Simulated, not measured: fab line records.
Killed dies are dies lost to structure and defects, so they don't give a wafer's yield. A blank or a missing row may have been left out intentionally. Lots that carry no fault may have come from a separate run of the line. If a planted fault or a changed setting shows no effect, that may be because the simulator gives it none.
Shared-tool check || flow n5-finfet || Sampled: 8 lots, 24 wafers

== WHY IT WAS OPENED ==
Of 8 lots, 3 have the reading ION_P flagged at N5_BEOL_M4_RC_MEAS_101. Wafers without a fault read 455 uA/um, standard deviation 7.2.
Rule: flag the lot when none of its wafers has a number, or when each of its wafers that has one lies beyond 4 standard deviations from that mean. As for the other lots, they are considered sound.

{"lot": "L481", "measured": "day 10 10:39", "on": "prober-02", "ION_P (uA/um), wafer by wafer": "463 459 453", "flag": ""}
{"lot": "L487", "measured": "day 12 13:13", "on": "prober-02", "ION_P (uA/um), wafer by wafer": "181 181 178", "flag": "FLAGGED"}
{"lot": "L488", "measured": "day 13 00:28", "on": "prober-01", "ION_P (uA/um), wafer by wafer": "179 179 178", "flag": "FLAGGED"}
{"lot": "L489", "measured": "day 13 04:21", "on": "prober-02", "ION_P (uA/um), wafer by wafer": "178 178 179", "flag": "FLAGGED"}
{"lot": "L493", "measured": "day 13 17:46", "on": "prober-01", "ION_P (uA/um), wafer by wafer": "458 445 458", "flag": ""}
{"lot": "L499", "measured": "day 14 13:58", "on": "prober-02", "ION_P (uA/um), wafer by wafer": "460 463 465", "flag": ""}
{"lot": "L497", "measured": "day 14 19:54", "on": "prober-01", "ION_P (uA/um), wafer by wafer": "457 451 462", "flag": ""}
{"lot": "L501", "measured": "day 16 01:31", "on": "prober-01", "ION_P (uA/um), wafer by wafer": "460 451 469", "flag": ""}
The numbers of the flagged lots are 179 uA/um on average: -276 uA/um against the usual, or -38 standard deviations.

== LOT BY LOT: THE TOOL USED ==
The record holds 4 process steps before the reading, out of a route of 1938 steps. Cell contents, in order: the tool; ch with the chambers the sampled wafers went through; the start.
{"lot": "L481", "flag": "", "N5_SD_EPI_N_ETCH_16": "rie-diel-04 ch 1,2,3, day 3 19:19", "N5_SD_EPI_N_VAPOR_ETCH_50": "epi-rpcvd-02 ch 0, day 3 20:11", "N5_SD_EPI_P_ETCH_16": "rie-diel-02 ch 0,1,3, day 4 00:08", "N5_SD_EPI_P_SD_RECESS_17": "rie-si-06 ch 1,2,3, day 4 00:13"}
{"lot": "L487", "flag": "FLAGGED", "N5_SD_EPI_N_ETCH_16": "rie-diel-06 ch 0,3, day 5 11:35", "N5_SD_EPI_N_VAPOR_ETCH_50": "epi-rpcvd-02 ch 0, day 5 12:36", "N5_SD_EPI_P_ETCH_16": "rie-diel-03 ch 1,2,3, day 5 16:51", "N5_SD_EPI_P_SD_RECESS_17": "rie-si-06 ch 0,1, day 5 16:55"}
{"lot": "L488", "flag": "FLAGGED", "N5_SD_EPI_N_ETCH_16": "rie-diel-04 ch 1,3, day 5 18:04", "N5_SD_EPI_N_VAPOR_ETCH_50": "epi-rpcvd-02 ch 0, day 5 19:09", "N5_SD_EPI_P_ETCH_16": "rie-diel-02 ch 1,2,3, day 5 23:15", "N5_SD_EPI_P_SD_RECESS_17": "rie-si-06 ch 0,1,3, day 5 23:19"}
{"lot": "L489", "flag": "FLAGGED", "N5_SD_EPI_N_ETCH_16": "rie-diel-01 ch 2,3, day 5 23:41", "N5_SD_EPI_N_VAPOR_ETCH_50": "epi-rpcvd-02 ch 0, day 6 00:47", "N5_SD_EPI_P_ETCH_16": "rie-diel-05 ch 2,3, day 6 05:17", "N5_SD_EPI_P_SD_RECESS_17": "rie-si-06 ch 0,3, day 6 05:21"}
{"lot": "L493", "flag": "", "N5_SD_EPI_N_ETCH_16": "rie-diel-04 ch 0,1,2, day 7 00:52", "N5_SD_EPI_N_VAPOR_ETCH_50": "epi-rpcvd-03 ch 0, day 7 01:55", "N5_SD_EPI_P_ETCH_16": "rie-diel-05 ch 0,1,2, day 7 05:22", "N5_SD_EPI_P_SD_RECESS_17": "rie-si-06 ch 0,1,2, day 7 05:26"}
{"lot": "L499", "flag": "", "N5_SD_EPI_N_ETCH_16": "rie-diel-01 ch 0,1,2, day 8 09:47", "N5_SD_EPI_N_VAPOR_ETCH_50": "epi-rpcvd-04 ch 0, day 8 10:43", "N5_SD_EPI_P_ETCH_16": "rie-diel-02 ch 0,3, day 8 14:28", "N5_SD_EPI_P_SD_RECESS_17": "rie-si-04 ch 0,1,2, day 8 14:32"}
{"lot": "L497", "flag": "", "N5_SD_EPI_N_ETCH_16": "rie-diel-01 ch 0,2, day 8 00:15", "N5_SD_EPI_N_VAPOR_ETCH_50": "epi-rpcvd-03 ch 0, day 8 01:09", "N5_SD_EPI_P_ETCH_16": "rie-diel-05 ch 1,2, day 8 05:34", "N5_SD_EPI_P_SD_RECESS_17": "rie-si-04 ch 0,2, day 8 05:38"}
{"lot": "L501", "flag": "", "N5_SD_EPI_N_ETCH_16": "rie-diel-01 ch 0,2, day 8 23:45", "N5_SD_EPI_N_VAPOR_ETCH_50": "epi-rpcvd-02 ch 0, day 9 00:55", "N5_SD_EPI_P_ETCH_16": "rie-diel-02 ch 0,1,2, day 9 05:55", "N5_SD_EPI_P_SD_RECESS_17": "rie-si-06 ch 0,1,2, day 9 05:59"}
What is done by these steps:
- N5_SD_EPI_N_ETCH_16: etches SiO2 in CHF3/O2, target depth 5 nm.
- N5_SD_EPI_N_VAPOR_ETCH_50: etches Si in HCl, time 54 s.
- N5_SD_EPI_P_ETCH_16: etches SiO2 in CHF3/O2, target depth 5 nm.
- N5_SD_EPI_P_SD_RECESS_17: chemistry HBr/Cl2/O2, target depth 39.1 nm, bt time 3 s.
- N5_BEOL_M4_RC_MEAS_101

== FLAGGED OVER TOTAL, TOOL BY TOOL (the gauges that took the reading come last) ==
{"step": "N5_SD_EPI_N_ETCH_16", "tool": "rie-diel-01", "lots run": 4, "flagged": 1, "share of the flagged lots": "some", "sound lots run after its first flagged lot": "3 (L497,L499,L501)"}
{"step": "N5_SD_EPI_N_ETCH_16", "tool": "rie-diel-04", "lots run": 3, "flagged": 1, "share of the flagged lots": "some", "sound lots run after its first flagged lot": "1 (L493)"}
{"step": "N5_SD_EPI_N_ETCH_16", "tool": "rie-diel-06", "lots run": 1, "flagged": 1, "share of the flagged lots": "some", "sound lots run after its first flagged lot": 0}
{"step": "N5_SD_EPI_N_VAPOR_ETCH_50", "tool": "epi-rpcvd-02", "lots run": 5, "flagged": 3, "share of the flagged lots": "all", "sound lots run after its first flagged lot": "1 (L501)"}
{"step": "N5_SD_EPI_N_VAPOR_ETCH_50", "tool": "epi-rpcvd-03", "lots run": 2, "flagged": 0, "share of the flagged lots": "none", "sound lots run after its first flagged lot": "-"}
{"step": "N5_SD_EPI_N_VAPOR_ETCH_50", "tool": "epi-rpcvd-04", "lots run": 1, "flagged": 0, "share of the flagged lots": "none", "sound lots run after its first flagged lot": "-"}
{"step": "N5_SD_EPI_P_ETCH_16", "tool": "rie-diel-02", "lots run": 4, "flagged": 1, "share of the flagged lots": "some", "sound lots run after its first flagged lot": "2 (L499,L501)"}
{"step": "N5_SD_EPI_P_ETCH_16", "tool": "rie-diel-03", "lots run": 1, "flagged": 1, "share of the flagged lots": "some", "sound lots run after its first flagged lot": 0}
{"step": "N5_SD_EPI_P_ETCH_16", "tool": "rie-diel-05", "lots run": 3, "flagged": 1, "share of the flagged lots": "some", "sound lots run after its first flagged lot": "2 (L493,L497)"}
{"step": "N5_SD_EPI_P_SD_RECESS_17", "tool": "rie-si-04", "lots run": 2, "flagged": 0, "share of the flagged lots": "none", "sound lots run after its first flagged lot": "-"}
{"step": "N5_SD_EPI_P_SD_RECESS_17", "tool": "rie-si-06", "lots run": 6, "flagged": 3, "share of the flagged lots": "all", "sound lots run after its first flagged lot": "2 (L493,L501)"}
{"step": "N5_BEOL_M4_RC_MEAS_101", "tool": "prober-01", "lots run": 4, "flagged": 1, "share of the flagged lots": "some", "sound lots run after its first flagged lot": "3 (L493,L497,L501)"}
{"step": "N5_BEOL_M4_RC_MEAS_101", "tool": "prober-02", "lots run": 4, "flagged": 2, "share of the flagged lots": "some", "sound lots run after its first flagged lot": "1 (L499)"}

== THE TABLE: WHAT IT ALLOWS ==
Rows of the table that ran all the flagged lots, 2 in number: epi-rpcvd-02 at N5_SD_EPI_N_VAPOR_ETCH_50; rie-si-06 at N5_SD_EPI_P_SD_RECESS_17.
- epi-rpcvd-02 at N5_SD_EPI_N_VAPOR_ETCH_50 ran 5 lots, 3 of them flagged. Lots that were sound ran on it after the first flagged one (L501); a persistent fault on the entire tool would not allow that.
- rie-si-06 at N5_SD_EPI_P_SD_RECESS_17 ran 6 lots, 3 of them flagged. Lots that were sound ran on it after the first flagged one (L493, L501); a persistent fault on the entire tool would not allow that. On the flagged lots its readings are blank where sound lots have values: HBr_flow_sccm, O2_flow_sccm, chamber-pressure-mTorr, drypump-motor-current-A and 2 more.
There is no row in the table that ran each flagged lot and no sound lot after the first.

== WHAT THE SIMULATOR PUT IN ==
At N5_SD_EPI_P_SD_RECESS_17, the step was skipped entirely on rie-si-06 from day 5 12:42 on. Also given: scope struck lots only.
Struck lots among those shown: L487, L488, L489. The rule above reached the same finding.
